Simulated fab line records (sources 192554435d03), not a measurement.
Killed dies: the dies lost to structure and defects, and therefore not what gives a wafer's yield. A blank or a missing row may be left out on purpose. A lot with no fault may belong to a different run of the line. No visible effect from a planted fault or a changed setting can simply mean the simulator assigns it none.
Which tool did it? || flow n5-finfet || 36 wafers from 12 lots sampled at 2 of the route's 1938 steps

WHAT EACH GAUGE READ, for each wafer
N5_BEOL_M7_INSPECT_58: inspects for defects (darkfield).
{"lot": "L075", "measured": "day 9 06:38", "on": "defect-inspect-01", "raw-defect-count": "72 45 84"}
{"lot": "L078", "measured": "day 9 16:26", "on": "defect-inspect-01", "raw-defect-count": "90 66 64"}
{"lot": "L079", "measured": "day 9 23:42", "on": "defect-inspect-01", "raw-defect-count": "86 104 101"}
{"lot": "L081", "measured": "day 10 21:50", "on": "defect-inspect-01", "raw-defect-count": "74 55 55"}
{"lot": "L083", "measured": "day 11 23:49", "on": "defect-inspect-01", "raw-defect-count": "89 115 92"}
{"lot": "L084", "measured": "day 12 06:19", "on": "defect-inspect-02", "raw-defect-count": "69 104 92"}
{"lot": "L088", "measured": "day 12 13:05", "on": "defect-inspect-02", "raw-defect-count": "126 56 51"}
{"lot": "L087", "measured": "day 12 16:34", "on": "defect-inspect-02", "raw-defect-count": "80 136 63"}
{"lot": "L091", "measured": "day 13 18:46", "on": "defect-inspect-02", "raw-defect-count": "95 70 56"}
{"lot": "L092", "measured": "day 14 00:20", "on": "defect-inspect-01", "raw-defect-count": "56 56 72"}
{"lot": "L096", "measured": "day 14 21:29", "on": "defect-inspect-02", "raw-defect-count": "59 59 82"}
{"lot": "L097", "measured": "day 14 22:20", "on": "defect-inspect-01", "raw-defect-count": "93 86 172"}

WHAT TOOL EACH LOT RAN ON (gives the tool, then ch and the chambers of the sampled wafers, and finally the start)
{"lot": "L075", "N5_BEOL_M7_CURE_75": "uv-cure-01 ch 2, day 9 04:14"}
{"lot": "L078", "N5_BEOL_M7_CURE_75": "uv-cure-01 ch 0, day 9 12:05"}
{"lot": "L079", "N5_BEOL_M7_CURE_75": "uv-cure-01 ch 1, day 9 21:40"}
{"lot": "L081", "N5_BEOL_M7_CURE_75": "uv-cure-02 ch 0, day 10 19:24"}
{"lot": "L083", "N5_BEOL_M7_CURE_75": "uv-cure-01 ch 1, day 11 20:18"}
{"lot": "L084", "N5_BEOL_M7_CURE_75": "uv-cure-02 ch 2, day 12 03:59"}
{"lot": "L088", "N5_BEOL_M7_CURE_75": "uv-cure-01 ch 1, day 12 09:50"}
{"lot": "L087", "N5_BEOL_M7_CURE_75": "uv-cure-01 ch 1, day 12 14:33"}
{"lot": "L091", "N5_BEOL_M7_CURE_75": "uv-cure-02 ch 0, day 13 15:44"}
{"lot": "L092", "N5_BEOL_M7_CURE_75": "uv-cure-01 ch 1, day 13 20:25"}
{"lot": "L096", "N5_BEOL_M7_CURE_75": "uv-cure-02 ch 1, day 14 19:34"}
{"lot": "L097", "N5_BEOL_M7_CURE_75": "uv-cure-03 ch 0, day 14 20:22"}
- N5_BEOL_M7_CURE_75: cures SiCOH lowk, time 120 s.

THE ANSWER, worked out from the rows above alone
Rule: usual is defined by the lots themselves. Put in order of their means at a reading, lots are off if they are a third of the lots or fewer, leave a main group of 4 or more, and stand apart from it by a gap of 3 or more times the standard deviation of the main group's means; of several such gaps the widest counts. The tables above print the reading to a certain number of digits; a main group whose means all agree to those digits is not used. A lot without any number at a reading at which 4 lots or more have one is off too. All remaining lots with rows at the step are treated as sound.
None of the lots is off at any reading shown; this tells nothing.

WHAT HAD BEEN PUT IN BY THE SIMULATOR
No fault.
